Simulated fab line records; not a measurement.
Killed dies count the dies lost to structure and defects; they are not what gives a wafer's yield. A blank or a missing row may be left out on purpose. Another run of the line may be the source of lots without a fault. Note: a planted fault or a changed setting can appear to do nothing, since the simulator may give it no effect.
Chamber matching || flow nand_harc || NHARC_A_STAIRCASE_CMP_472 on cmp-03: 4 sister chambers
The step polishes SiO2. 24 wafers are shown with their chamber, then 12 later ones without.

## EACH WAFER AND ITS CHAMBER
{"wafer": "L075.1", "chamber": 0, "motor_current_A (A)": 12.1}
{"wafer": "L075.3", "chamber": 3, "motor_current_A (A)": 12.5}
{"wafer": "L075.6", "chamber": 0, "motor_current_A (A)": 11.7}
{"wafer": "L077.1", "chamber": 0, "motor_current_A (A)": 11.6}
{"wafer": "L077.3", "chamber": 3, "motor_current_A (A)": 12.6}
{"wafer": "L077.5", "chamber": 0, "motor_current_A (A)": 12.1}
{"wafer": "L080.1", "chamber": 0, "motor_current_A (A)": 12.0}
{"wafer": "L080.3", "chamber": 3, "motor_current_A (A)": 12.7}
{"wafer": "L080.5", "chamber": 2, "motor_current_A (A)": 10.3}
{"wafer": "L079.1", "chamber": 1, "motor_current_A (A)": 14.1}
{"wafer": "L079.3", "chamber": 2, "motor_current_A (A)": 10.5}
{"wafer": "L079.4", "chamber": 0, "motor_current_A (A)": 12.5}
{"wafer": "L082.1", "chamber": 2, "motor_current_A (A)": 10.4}
{"wafer": "L082.4", "chamber": 3, "motor_current_A (A)": 13.1}
{"wafer": "L082.5", "chamber": 1, "motor_current_A (A)": 14.9}
{"wafer": "L083.4", "chamber": 3, "motor_current_A (A)": 13.5}
{"wafer": "L083.5", "chamber": 0, "motor_current_A (A)": 11.6}
{"wafer": "L083.6", "chamber": 1, "motor_current_A (A)": 14.2}
{"wafer": "L085.1", "chamber": 3, "motor_current_A (A)": 12.2}
{"wafer": "L085.2", "chamber": 1, "motor_current_A (A)": 14.7}
{"wafer": "L085.6", "chamber": 0, "motor_current_A (A)": 11.6}
{"wafer": "L086.2", "chamber": 3, "motor_current_A (A)": 12.9}
{"wafer": "L086.3", "chamber": 2, "motor_current_A (A)": 10.0}
{"wafer": "L086.4", "chamber": 0, "motor_current_A (A)": 11.8}

SIGNATURES (averages over the wafers above)
{"reading": "motor_current_A", "chamber 0": 11.889, "chamber 1": 14.475, "chamber 2": 10.300, "chamber 3": 12.786, "scatter within a chamber": 0.35}
Rule: for a wafer and a chamber, the distance is found by dividing, reading by reading, the gap between the wafer's reading and the chamber's mean by the reading's scatter, squaring, summing and taking the root. The wafer belongs to the nearest chamber; if the next one is less than 2 further off, it can't be placed. How the scatter is found: for the shown wafers, subtract from each reading the mean of its chamber, square and add these, divide the total by (wafers less chambers), then take the root.

## WAFERS MISSING THEIR CHAMBER
{"wafer": "L087.1", "motor_current_A (A)": 14.2}
{"wafer": "L087.5", "motor_current_A (A)": 14.3}
{"wafer": "L087.6", "motor_current_A (A)": 11.7}
{"wafer": "L093.1", "motor_current_A (A)": 10.4}
{"wafer": "L093.5", "motor_current_A (A)": 13.9}
{"wafer": "L093.6", "motor_current_A (A)": 12.0}
{"wafer": "L094.1", "motor_current_A (A)": 11.6}
{"wafer": "L094.3", "motor_current_A (A)": 14.6}
{"wafer": "L094.6", "motor_current_A (A)": 13.2}
{"wafer": "L095.1", "motor_current_A (A)": 12.4}
{"wafer": "L095.2", "motor_current_A (A)": 10.2}
{"wafer": "L095.3", "motor_current_A (A)": 12.3}

## THE CHAMBER EACH PASSED THROUGH
{"wafer": "L087.1", "from the rows above": 1, "in truth": 1}
{"wafer": "L087.5", "from the rows above": 1, "in truth": 1}
{"wafer": "L087.6", "from the rows above": 0, "in truth": 0}
{"wafer": "L093.1", "from the rows above": 2, "in truth": 2}
{"wafer": "L093.5", "from the rows above": "can't be placed: 1 or 3", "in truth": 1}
{"wafer": "L093.6", "from the rows above": "can't be placed: 0 or 3", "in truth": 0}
{"wafer": "L094.1", "from the rows above": 0, "in truth": 0}
{"wafer": "L094.3", "from the rows above": 1, "in truth": 1}
{"wafer": "L094.6", "from the rows above": 3, "in truth": 3}
{"wafer": "L095.1", "from the rows above": "can't be placed: 3 or 0", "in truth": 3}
{"wafer": "L095.2", "from the rows above": 2, "in truth": 2}
{"wafer": "L095.3", "from the rows above": "can't be placed: 0 or 3", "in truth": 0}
Correctly placed: 8 of 12. From these rows, 4 cannot be placed; in 4 the true chamber is one of the candidates. Number placed wrongly: 0.
